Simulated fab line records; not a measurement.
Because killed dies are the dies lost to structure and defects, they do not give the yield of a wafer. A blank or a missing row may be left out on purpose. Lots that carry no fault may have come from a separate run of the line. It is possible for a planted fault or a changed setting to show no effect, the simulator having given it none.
Matching of chambers + flow n5_finfet + ald_metal-04 running N5_MOL_CONTACT_COAG_ALD_20: 4 sister chambers
The step deposits TiN, target thk 1.5 nm, pulse time 1 s, purge time 3 s. 4 wafers are shown with their chamber, then 7 later ones without.

## EACH WAFER AND ITS CHAMBER
| wafer  | chamber | heater_power_w (W) |
|--------|---------|--------------------|
| L390.2 | 0       | 881                |
| L391.5 | 3       | 783                |
| L392.1 | 2       | 1047               |
| L392.4 | 1       | 927                |

## WAFERS WHOSE CHAMBER IS MISSING
| wafer  | heater_power_w (W) |
|--------|--------------------|
| L392.5 | 879                |
| L395.4 | 1024               |
| L395.5 | 795                |
| L395.6 | 1034               |
| L396.1 | 1031               |
| L396.3 | 776                |
| L396.5 | 771                |

## EACH ONE'S CHAMBER
| wafer  | from the rows above | in truth |
|--------|---------------------|----------|
| L392.5 | 0                   | 0        |
| L395.4 | 2                   | 2        |
| L395.5 | 3                   | 3        |
| L395.6 | 2                   | 2        |
| L396.1 | 2                   | 2        |
| L396.3 | 3                   | 3        |
| L396.5 | 3                   | 3        |
Correctly placed: 7 of 7. Number that these rows cannot place: 0. Number placed wrongly: 0.
How it was worked out, from the rows above alone: a wafer's distance from a chamber is the root of the sum, over the readings, of the square of ((its reading less the chamber's mean) divided by the reading's scatter). If the next closest chamber is less than 2 further off than the closest, the wafer can't be placed; otherwise it belongs to the closest. Each chamber's mean is taken over the wafers shown for it. The scatter: root of mean squared gap, hidden wafer to nearest shown wafer, with one shown wafer a chamber.
